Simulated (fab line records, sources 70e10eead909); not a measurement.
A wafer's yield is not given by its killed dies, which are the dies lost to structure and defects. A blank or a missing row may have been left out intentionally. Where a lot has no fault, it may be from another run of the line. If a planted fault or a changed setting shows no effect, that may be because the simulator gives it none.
Chamber matching -- flow nand_harc -- NHARC_A_CHANNEL_FILL_D1_ALD_16 on ald_hk-02: 4 sister chambers
The step deposits SiO2, target thk 1.5 nm, pulse time 10 s, ald cycles 15. 14 wafers are shown with their chamber, then 7 later ones without.

## WAFERS, EACH WITH ITS CHAMBER
wafer,chamber,heater_power_w (W),precursor_pulse_height_rel
L077.1,1,564,1.006
L077.2,0,491,1.013
L077.5,0,489,1.001
L080.2,0,497,0.982
L080.3,3,444,0.969
L080.5,0,494,0.972
L081.4,1,543,0.974
L081.5,0,480,0.995
L081.6,1,561,1.023
L082.3,2,435,1.050
L082.5,1,551,0.993
L082.6,0,493,1.020
L084.2,2,426,0.997
L084.4,3,452,0.988

SIGNATURES (means of the wafers above)
reading,chamber 0,chamber 1,chamber 2,chamber 3,scatter within a chamber
heater_power_w,490.67,554.75,430.50,448.00,7.23
precursor_pulse_height_rel,0.99717,0.99900,1.02350,0.97850,0.0213
Rule: for a wafer and a chamber, the distance is found by dividing, reading by reading, the gap between the wafer's reading and the chamber's mean by the reading's scatter, squaring, summing and taking the root. The wafer belongs to the nearest chamber; if the next one is less than 2 further off, it can't be placed. The scatter: the root of (the sum of the squares of (reading less its chamber's mean) over the shown wafers, divided by (wafers less chambers)).

## WAFERS WHOSE CHAMBER IS MISSING
wafer,heater_power_w (W),precursor_pulse_height_rel
L084.6,448,1.025
L090.2,446,1.019
L090.5,454,0.987
L090.6,429,0.961
L091.2,527,1.039
L091.3,442,0.981
L091.6,464,1.034

## WHICH CHAMBER EACH WENT THROUGH
wafer,from the rows above,in truth
L084.6,can't be placed: 3 or 2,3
L090.2,can't be placed: 3 or 2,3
L090.5,3,3
L090.6,can't be placed: 3 or 2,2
L091.2,can't be placed: 1 or 0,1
L091.3,can't be placed: 3 or 2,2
L091.6,can't be placed: 3 or 0 or 2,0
1 of 7 placed correctly. Can't be placed from these rows: 6 (the true chamber is among the candidates in 6). 0 placed wrongly.
